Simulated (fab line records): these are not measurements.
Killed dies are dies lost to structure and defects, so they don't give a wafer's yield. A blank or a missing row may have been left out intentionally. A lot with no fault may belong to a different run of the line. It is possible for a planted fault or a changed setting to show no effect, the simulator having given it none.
One fault seen from 2 desks	flow n5 finfet	every desk sees just its own numbers, and what lay behind them comes last

## FOR THE TOOL OWNER'S DESK: rie diel-04
The tool's own readings at N5_HKMG_FIN_ETCH_31 (etches SiARC in CF4, target depth 45.5 nm, time 75.8 s): means of the sampled wafers that have a number, for each lot that ran on this tool. A lot is out of limits, marked OUT, if its mean lies more than 4 standard deviations from the usual mean; the brackets give that distance.
Columns: A = bias w at N5_HKMG_FIN_ETCH_31, usual 35.99 W; B = drypump motor current A at N5_HKMG_FIN_ETCH_31, usual 5.9 A; C = etch rf on time s at N5_HKMG_FIN_ETCH_31, usual 76.8 s; D = oes product au at N5_HKMG_FIN_ETCH_31, usual 0.66 a.u.; E = rf vpp V at N5_HKMG_FIN_ETCH_31, usual 183.8 V; F = showerhead plenum p Torr at N5_HKMG_FIN_ETCH_31, usual 2.12 Torr; G = throttle valve pct at N5_HKMG_FIN_ETCH_31, usual 15.61 %
lot	first seen here	A	B	C	D	E	F	G
L567	day 4 22:08	36.03	5.6	76.9	0.63	184.0	2.08	15.76
L568	day 5 05:47	35.90	5.7	78.4	0.60	184.0	2.09	15.65
L570	day 5 19:14	35.94	5.7	82.2	0.63	184.4	2.12	15.78
L571	day 6 01:33	35.98	5.9	89.7 (+7.2) OUT	0.57	182.9	2.13	15.67
L573	day 6 13:35	35.98	5.6	85.4 (+4.8) OUT	0.61	184.1	2.09	15.72
L587	day 10 00:11	36.01	5.7	78.2	0.65	182.9	2.08	15.55
This desk's finding: out of limits on L571, L573; first on L571, day 6 01:33 (etch rf on time s at N5_HKMG_FIN_ETCH_31). L567, L568, L570, L587: within limits.

## FROM THE METROLOGY DESK
Means of the sampled wafers that have a number, per lot and without regard to the tool the lot ran on: this is what the gauges read. A lot is out of limits, marked OUT, if its mean lies more than 4 standard deviations from the usual mean; the brackets give that distance. Shown here are 7 of its 10 readings, the ones lying furthest out on some lot.
Columns: A = DIBL_P at N5_BEOL_M4_RC_MEAS_101, usual 35.3 mV/V; B = IOFF_N at N5_BEOL_M4_RC_MEAS_101, usual 0.150 nA/um; C = IOFF_P at N5_BEOL_M4_RC_MEAS_101, usual 0.194 nA/um; D = ION_N at N5_BEOL_M4_RC_MEAS_101, usual 667 uA/um; E = ION_P at N5_BEOL_M4_RC_MEAS_101, usual 456 uA/um; F = VT_N at N5_BEOL_M4_RC_MEAS_101, usual 251 mV; G = VT_P at N5_BEOL_M4_RC_MEAS_101, usual -252 mV
lot	first seen here	A	B	C	D	E	F	G
L567	day 10 23:08	38.1	0.162	0.194	671	457	250	-253
L568	day 11 04:16	35.3	0.156	0.189	673	457	251	-250
L570	day 11 20:26	34.3	0.118	0.161	649	448	255	-257
L571	day 12 05:59	35.8	0.149	0.210	674	465	249	-248
L573	day 12 13:19	35.7	0.155	0.220	666	462	249	-248
L580	day 14 01:35	34.1	0.127	0.183	658	453	254	-252
L581	day 14 15:55	34.8	0.155	0.178	666	455	249	-253
L583	day 14 23:49	34.5	0.165	0.226	670	465	246	-247
L587	day 15 13:35	35.5	0.155	0.164	666	451	250	-256
This desk's finding: nothing out of limits on any of the 9 lots.

## ALL TOGETHER
On L571, L573, at day 6 01:33, an alarm was possible from the tool owner's desk.
Nothing out of limits was seen by the metrology desk.
The metrology desk has L571, L573 on record, within its limits.
N5_HKMG_FIN_ETCH_31 was run on rie diel-04 by each of the lots named.

## WHAT THE SIMULATOR PUT IN
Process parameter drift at N5_HKMG_FIN_ETCH_31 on rie diel-04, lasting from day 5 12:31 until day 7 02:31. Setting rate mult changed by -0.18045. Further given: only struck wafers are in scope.
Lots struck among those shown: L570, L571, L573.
How many hours passed from the start of the fault until each desk's first out-of-limits reading: the tool owner's desk, 13.
